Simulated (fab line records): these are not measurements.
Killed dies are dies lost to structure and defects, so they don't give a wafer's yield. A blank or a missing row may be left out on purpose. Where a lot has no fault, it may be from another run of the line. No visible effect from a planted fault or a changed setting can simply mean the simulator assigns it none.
Comparing a struck lot with a sound one ; flow n5_finfet ; 42 out of 1938 route steps
Sound: the wafers L777.1, L777.3, L777.4. Struck: wafer L783.2. (L783.4 of the same lot was not struck and is left out.) The cause comes at the end.
Each step with rows lists, per side, the tool, then ch with its chambers, then its first start. Under that, the readings that differ: sound wafers ; struck wafers ; difference of the means ; sigmas: that difference in standard deviations of wafers without a fault.
alike: a reading whose means differ by less than 2 such deviations, as well as words and numbers matching on both sides. not compared: withheld readings; readings where some wafer has no value; bounds like >300 that might hide an equal value; numbers whose values overlap and for which the record gives no deviation.
A row with sigmas, a row that says differs or no value, or rows on one side alone: a step with any of these is where the two part. Numbers that have no deviation but don't overlap get no sigmas and don't part them. A reading missing from all wafers of one side parts the sides only when that side holds two or more wafers.

first, 12 steps without rows for these wafers: N5_HKMG_FIN_STRIP_33 (strips in N2/H2); N5_HKMG_FIN_STRIP_34 (strips in CF4); N5_HKMG_FIN_ETCH_35 (etches SOC in N2/H2, target depth 215.8 nm, time 243.4 s); N5_HKMG_FIN_STRIP_92 (strips SOC in N2/H2, time 20 s); N5_HKMG_FIN_WET_ETCH_18 (etches TiN in SC1, time 55 s, target depth 5.2 nm, rinse time 30 s); N5_HKMG_FIN_STRIP_19 (strips in N2/H2, time 360 s); N5_HKMG_FIN_ALD_91 (deposits TiN, target thk 1 nm, pulse time 1 s, purge time 3 s); N5_HKMG_FIN_COAT_85 (time 60 s, resist thk 300 nm); N5_HKMG_FIN_ETCH_86 (etches SOC in N2/H2, stops on TiN, target depth 393.2 nm); N5_HKMG_FIN_STRIP_89 (strips SOC in N2/H2, time 20 s); N5_HKMG_FIN_WET_ETCH_87 (etches TiN in SC1, time 154.2 s, target depth 4.7 nm, rinse time 30 s); N5_HKMG_FIN_STRIP_88 (strips in N2/H2, time 360 s).
N5_HKMG_FIN_NWFM_ALD_20: deposits TiAlC, target thk 2 nm, pulse time 3 s, purge time 2 s.
  sound on ald_metal-01 ch 1,2,3, day 4 14:35; struck on ald_metal-01 ch 1, day 6 07:58
reading;sound;struck;difference;sigmas
ald_cycles;7 7 7;8;+1;
  alike: chamber_pressure_Torr, heater_power_w, precursor_pulse_height_rel
then, 5 steps without rows for these wafers: N5_HKMG_FIN_ALD_71 (deposits TiN, target thk 1 nm, pulse time 1 s, purge time 3 s); N5_HKMG_FIN_COAT_66 (time 60 s, resist thk 300 nm); N5_HKMG_FIN_ETCH_67 (etches SOC in N2/H2, stops on TiN, target depth 388.9 nm); N5_HKMG_FIN_STRIP_90 (strips SOC in N2/H2, time 20 s); N5_HKMG_FIN_WET_ETCH_73 (etches the open film in SC1, time 42.3 s, target depth 1.3 nm, rinse time 30 s).
N5_HKMG_FIN_ETCHBACK_68: etches the open film in Cl2/Ar, stops on HfO2, target depth 0.5 nm.
  sound on rie_metal-01 ch 0,1, day 4 15:14; struck on rie_metal-03 ch 0, day 6 08:38
  alike: bias_w, drypump_motor_current_A, he_backside_leak_sccm, oes_ar_750_au, oes_product_au, throttle_valve_pct
  not compared: rf_hours_counter_h
then, 2 steps without rows for these wafers: N5_HKMG_FIN_STRIP_69 (strips in N2/H2, time 360 s); N5_HKMG_FIN_ALD_21 (deposits TiN, target thk 1.5 nm, pulse time 1 s, purge time 3 s).
N5_HKMG_FIN_ALD_72: deposits W, target thk 2 nm, pulse time 1 s, purge time 2 s.
  sound on cvd_w-02 ch 0,1, day 4 16:07; struck on cvd_w-02 ch 1, day 6 09:31
  alike: chamber_pressure_Torr, heater_power_w, precursor_pulse_height_rel
  not compared: ald_cycles
then, 5 steps without rows for these wafers: N5_HKMG_FIN_W_FILL_22 (material W, target thk 60 nm, time 18.2 s); N5_HKMG_FIN_PRECLEAN_83 (cleans in DIW, time 57.5 s); N5_HKMG_FIN_SRD_84 (dry time 32 s); N5_HKMG_FIN_CMP_23 (polishes, stops on SiNx, t overpolish 10 s, target thk 46.326 nm); N5_HKMG_FIN_CMP_94 (polishes, stops on SiNx, t overpolish 4.7 s, target thk 43.299 nm).
N5_HKMG_FIN_INSPECT_28: inspects for defects (darkfield).
  sound on defect_inspect-01, day 4 17:03; struck on defect_inspect-02, day 6 10:25
  alike: raw_defect_count
then, 1 step without rows for these wafers: N5_GATE_CUT_ETCHBACK_00 (etches W in SF6/Cl2).
N5_GATE_CUT_ETCH_56: etches TiN in Cl2/Ar, target depth 21.6 nm.
  sound on rie_metal-02 ch 0,1, day 4 17:12; struck on rie_metal-03 ch 1, day 6 10:34
reading;sound;struck;difference;sigmas
drypump_motor_current_A (A);5.4 5.5 5.4;6.5;+1.1;+2
oes_ar_750_au (a.u.);0.83 0.69 0.83;0.63;-0.15;-2
oes_product_au (a.u.);0.81 0.70 0.82;0.65;-0.13;-2
  alike: bias_w, he_backside_leak_sccm, throttle_valve_pct
  not compared: rf_hours_counter_h
then, 1 step without rows for these wafers: N5_GATE_CUT_ETCHBACK_30 (etches TiN in Cl2/Ar, target depth 3 nm).
N5_GATE_CUT_VAPOR_ETCH_60: etches HfO2 in BCl3/Cl2.
  sound on rie_metal-02 ch 0,1, day 4 17:19; struck on rie_metal-03 ch 1, day 6 10:41
reading;sound;struck;difference;sigmas
drypump_motor_current_A (A);5.4 5.4 5.4;6.5;+1.1;+2
oes_product_au (a.u.);0.83 0.70 0.82;0.64;-0.14;-2
  alike: he_backside_leak_sccm
then, 4 steps without rows for these wafers: N5_GATE_CUT_ETCH_58 (etches SiNx in CH3F/O2, target depth 17 nm, time 128.6 s); N5_GATE_CUT_STRIP_59 (strips in N2/H2, time 20 s); N5_GATE_CUT_PRECLEAN_31 (cleans in DIW, time 300 s); N5_GATE_CUT_SRD_32 (time 30 s).
N5_GATE_CUT_SAC_CAP_01: material SiNx, target thk 24 nm, pulse time 1 s, ald cycles 480.
  sound on ald_sin-04 ch 0,1,2, day 4 20:31; struck on ald_sin-04 ch 1, day 6 11:30
  alike: chamber_pressure_Torr, heater_power_w, precursor_pulse_height_rel
then, 3 steps without rows for these wafers: N5_GATE_CUT_PECVD_57 (deposits SiNx from SiH4/NH3/N2, target thk 21 nm); N5_GATE_CUT_CMP_02 (polishes, stops on SiO2, t overpolish 12.7 s, target thk 0 nm); N5_GATE_CUT_HM_DEP_46 (deposits SiO2 from TEOS/O2, target thk 130 nm, time 26.6 s).
-- a jump in the record: the struck wafers' starts before and after are 7 days apart (it breaks off in module GATE_CUT and resumes in module BEOL_M4, where the first step shown is number 1111 of the route) --
N5_BEOL_M4_RC_MEAS_101:
  sound on prober-02 ch 0, day 12 00:55; struck on prober-02 ch 0, day 13 19:08
reading;sound;struck;difference;sigmas
IOFF_N (nA/um);0.14 0.20 0.21;0.30;+0.12;+3
IOFF_N_LIN (nA/um);0.066 0.085 0.096;0.139;+0.057;+4
IOFF_N_LONG (nA/um);5.57e-05 5.8e-05 5.44e-05;8.17e-05;+2.57e-05;+10
ION_N (uA/um);668 686 684;717;+38;+3
VT_N (mV);252 248 243;235;-13;-4
VT_N_LONG (mV);273.8 276.1 273.2;259.5;-14.9;-7
VT_N_LVT (mV);101 96 95;84;-13;-4
VT_P (mV);-249 -249 -247;-255;-7;-2
  alike: DIBL_N, DIBL_P, IOFF_P, ION_P, SS_N, SS_P
-- here the record skips 4 days between the struck wafers' starts before and after, leaving off in module BEOL_M4 and picking up in module PASSIVATION (first step shown: number 1936 of the route) --
N5_PASSIVATION_PROBE_49:
  the record has rows for the struck wafers here (prober-02, day 18 05:06) and none for the sound ones

WHERE THEY PART
Last at N5_PASSIVATION_PROBE_49 as far as this record goes, first at N5_GATE_CUT_ETCH_56.

WHY: whatever the simulator had introduced
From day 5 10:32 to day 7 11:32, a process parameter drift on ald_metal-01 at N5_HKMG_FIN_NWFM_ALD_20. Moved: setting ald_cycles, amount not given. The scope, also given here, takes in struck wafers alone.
